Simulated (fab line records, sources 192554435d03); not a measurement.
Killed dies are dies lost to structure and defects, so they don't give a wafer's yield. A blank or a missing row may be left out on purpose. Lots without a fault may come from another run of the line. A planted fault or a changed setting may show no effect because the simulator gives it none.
Chamber matching | flow n5_finfet | N5_BEOL_M1_PECVD_72 on pecvd-01: 3 sister chambers
The step deposits SiO2 from TEOS/O2, target thk 16 nm, time 18 s. 3 wafers are shown with their chamber, then 8 later ones without.

WAFERS WITH THEIR CHAMBER
wafer  | chamber | throttle_valve_pct (%)
L084.3 | 1       | 22.3
L084.6 | 0       | 20.3
L087.2 | 2       | 22.1

WAFERS WITHOUT THEIR CHAMBER
wafer  | throttle_valve_pct (%)
L087.5 | 21.9
L087.6 | 20.4
L088.3 | 22.0
L088.4 | 22.5
L088.6 | 20.6
L096.1 | 20.5
L096.2 | 21.9
L096.3 | 22.3

WHICH CHAMBER EACH WENT THROUGH
wafer  | from the rows above     | in truth
L087.5 | can't be placed: 2 or 1 | 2
L087.6 | 0                       | 0
L088.3 | can't be placed: 2 or 1 | 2
L088.4 | can't be placed: 1 or 2 | 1
L088.6 | 0                       | 0
L096.1 | 0                       | 0
L096.2 | can't be placed: 2 or 1 | 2
L096.3 | can't be placed: 1 or 2 | 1
Placed correctly: 3 of 8. Can't be placed from these rows: 5 (the true chamber is among the candidates in 5). Placed wrongly: 0.
How it was worked out, from the rows above alone: a wafer's distance from a chamber is the root of the sum, over the readings, of the square of ((its reading less the chamber's mean) divided by the reading's scatter). The wafer belongs to the nearest chamber; if the next one is less than 2 further off, it can't be placed. A chamber's mean is the mean of its shown wafers. The scatter: with one shown wafer a chamber, the root of the mean of the squares of how far each hidden wafer lies from its nearest shown one.
